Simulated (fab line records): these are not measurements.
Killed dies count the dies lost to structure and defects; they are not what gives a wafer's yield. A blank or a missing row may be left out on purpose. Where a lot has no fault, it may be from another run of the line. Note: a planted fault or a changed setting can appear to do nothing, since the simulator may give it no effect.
Split-lot study	flow n5-finfet	21 wafers read from 7 lots, route of 1938 steps

## THE SPLIT
At N5_BEOL_M5_COAT_74 (time 60 s, resist thk 5 nm), the setting spin-rpm was moved away from the recipe's 1500 rpm on 8 of the 21 wafers read, by -5.3% to +10.3%. This setting was run at the recipe's value on the other wafers.

## FROM THE SPLIT TO THE READING: what the file shows between them, 3 steps
- N5_BEOL_M5_COAT_22: resist thk 30 nm
- N5_BEOL_M5_EBR_24
- N5_BEOL_M5_DESCUM_33: chemistry O2, time 7 s

## THE READING
etch.depth-nm (the simulator's own value, which no gauge read), in nm, at N5_BEOL_M5_ETCH_75 (etches underlayer in N2/H2, target depth 6.5 nm, time 5.2 s). No usual value for it is given in the file. The 13 wafers here that ran the recipe average 4.998 nm, standard deviation 0.018 nm.

wafer	tool, chamber at the split	spin-rpm as run, rpm	against the recipe	etch.depth-nm, nm	against lot-mates on the recipe
L081.2	litho-track-04, 0	1655	+10.3%	4.742	-0.226
L081.4	litho-track-04, 0	1500	recipe	4.977	-
L081.5	litho-track-04, 0	1500	recipe	4.959	-
L083.2	litho-track-05, 0	1500	recipe	5.01	-
L083.3	litho-track-05, 0	1500	recipe	5.017	-
L083.6	litho-track-05, 0	1500	recipe	4.992	-
L082.2	litho-track-05, 0	1500	recipe	4.996	-
L082.3	litho-track-05, 0	1500	recipe	5.013	-
L082.5	litho-track-05, 0	1500	recipe	5.017	-
L086.1	litho-track-03, 0	1500	recipe	5.001	-
L086.3	litho-track-03, 0	1423	-5.1%	5.121	+0.134
L086.5	litho-track-03, 0	1500	recipe	4.973	-
L087.1	litho-track-03, 0	1500	recipe	4.991	-
L087.4	litho-track-03, 0	1619	+7.9%	4.799	-0.192
L087.5	litho-track-03, 0	1619	+7.9%	4.804	-0.187
L092.1	litho-track-04, 0	1500	recipe	5.006	-
L092.2	litho-track-04, 0	1421	-5.3%	5.137	+0.131
L092.5	litho-track-04, 0	1421	-5.3%	5.146	+0.140
L096.1	litho-track-04, 0	1500	recipe	5.02	-
L096.2	litho-track-04, 0	1436	-4.3%	5.138	+0.118
L096.3	litho-track-04, 0	1436	-4.3%	5.124	+0.104

FIT RESULTS
A straight line over all 21 wafers: etch.depth-nm changes by -0.0258 nm for each +1% of spin-rpm; r = -0.99; the points scatter about the line by 0.017 nm.
The same after taking each lot's own level away (the mean of its wafers on the recipe; 21 wafers): -0.024 nm for each +1%; r = -1.00; scatter 0.01 nm.
According to that fit, moving spin-rpm by its largest amount changes the reading by 0.25 nm.
The span of the lots' own levels, 4.9680 to 5.0200 nm, comes to 2.9 times the standard deviation stated above.
Hence the lot-to-lot level has little effect on the slope; both slopes agree.
Check: for one of the wafers moved furthest among these (+10.3%), held out of the fit, the line's prediction against its lot-mates is -0.254 nm. Against them it came out at -0.226 nm.

## THE OTHER SPLITS THESE WAFERS WENT THROUGH
Other splits were also applied to these wafers ahead of the reading. Each is held against what the fit with the lots' levels taken away leaves over:
other split on the same wafers	wafers away from the commonest value	r with etch.depth-nm (lot level and that fit taken away)
N5_BEOL_M2_SPUTTER_94 time-s	9	-0.01
N5_BEOL_M4_COAT_05 spin-rpm	5	-0.26
N5_BEOL_M4_DESCUM_16 time-s	8	+0.32
N5_BEOL_M4_DESCUM_33 time-s	7	-0.08
N5_BEOL_M4_TRENCH_ETCH_37 time-s	7	-0.25

## THE WHOLE CHAIN: every reading that the file lists as answering this split, in the file's order
step	what it does	reading	change (the file's fit)	r (the file's)
N5_BEOL_M5_ETCH_75	etches underlayer in N2/H2, target depth 6.5 nm, time 5.2 s	etch-rf-on-time-s	withheld for each +1% of the setting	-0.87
N5_BEOL_M5_ETCH_75	etches underlayer in N2/H2, target depth 6.5 nm, time 5.2 s	etch.depth-nm (the simulator's own value, which no gauge read)	-0.0236 nm for each +1% of the setting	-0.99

## THE FILE'S OWN FIT
etch.depth-nm changes by -0.0236 nm for each +1% of spin-rpm, r = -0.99.
